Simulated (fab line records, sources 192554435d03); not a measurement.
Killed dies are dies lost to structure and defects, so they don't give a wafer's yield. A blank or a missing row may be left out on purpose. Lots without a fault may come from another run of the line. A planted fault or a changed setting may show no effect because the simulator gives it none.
Which tool did it? | flow n5_finfet | 24 lots, 72 wafers sampled, at 1 step of a route of 1938

WHAT THE GAUGES READ, wafer by wafer
N5_HKMG_FIN_INSPECT_28: inspects for defects (darkfield). Usual: raw_defect_count 41, standard deviation 20.
lot  | measured     | on                | raw_defect_count | flag
L074 | day 4 08:44  | defect_inspect-02 | 58 47 41         |
L075 | day 4 12:23  | defect_inspect-02 | 50 48 83         |
L076 | day 4 18:02  | defect_inspect-01 | 20 53 56         |
L077 | day 5 00:07  | defect_inspect-02 | 21 30 36         |
L078 | day 5 13:20  | defect_inspect-02 | 23 19 54         |
L079 | day 5 18:36  | defect_inspect-01 | 25 30 48         |
L080 | day 5 22:16  | defect_inspect-02 | 42 42 35         |
L081 | day 6 05:51  | defect_inspect-02 | 57 35 69         |
L082 | day 6 11:10  | defect_inspect-01 | 55 54 46         |
L083 | day 6 13:47  | defect_inspect-02 | 39 32 38         |
L084 | day 7 00:20  | defect_inspect-02 | 139 93 63        |
L085 | day 7 03:56  | defect_inspect-01 | 47 50 47         |
L086 | day 7 10:08  | defect_inspect-01 | 75 36 23         |
L087 | day 7 14:25  | defect_inspect-01 | 26 53 21         |
L088 | day 8 00:00  | defect_inspect-01 | 39 18 17         |
L089 | day 8 08:13  | defect_inspect-02 | 67 39 47         |
L090 | day 8 15:35  | defect_inspect-02 | 35 24 68         |
L091 | day 8 17:49  | defect_inspect-02 | 36 35 49         |
L092 | day 8 19:11  | defect_inspect-01 | 46 55 49         |
L093 | day 9 05:02  | defect_inspect-01 | 25 40 20         |
L094 | day 9 07:12  | defect_inspect-02 | 27 23 50         |
L095 | day 9 13:41  | defect_inspect-02 | 13 26 20         |
L096 | day 9 21:35  | defect_inspect-01 | 22 22 20         |
L097 | day 10 01:31 | defect_inspect-02 | 25 11 16         |

WHICH TOOL RAN EACH LOT (tool, then ch and the chambers of the sampled wafers, then the start)
The record holds no process step before these readings.

WHAT THE TOOLS THEMSELVES READ (means of the sampled wafers that have a number; where no wafer has one, the mark that the record gives instead)
The record holds no such reading with a usual standard deviation.

THE ANSWER, worked out from the rows above alone
Rule: a lot is off if the mean of its wafers that have a number lies more than 3 standard deviations from the usual mean. A lot without any number at a reading at which 4 lots or more have one is off too. The other lots that the step has rows for count as sound. The gauges are gone through in route order, then the tools' own readings, and for those a lot's mean is taken as printed above. The first step at which some lot is off is used, and at that step the reading that is off furthest; a lot without a number counts as furthest.
No lot is off at any reading shown: from this, nothing can be told.

WHAT THE SIMULATOR HAD PUT IN
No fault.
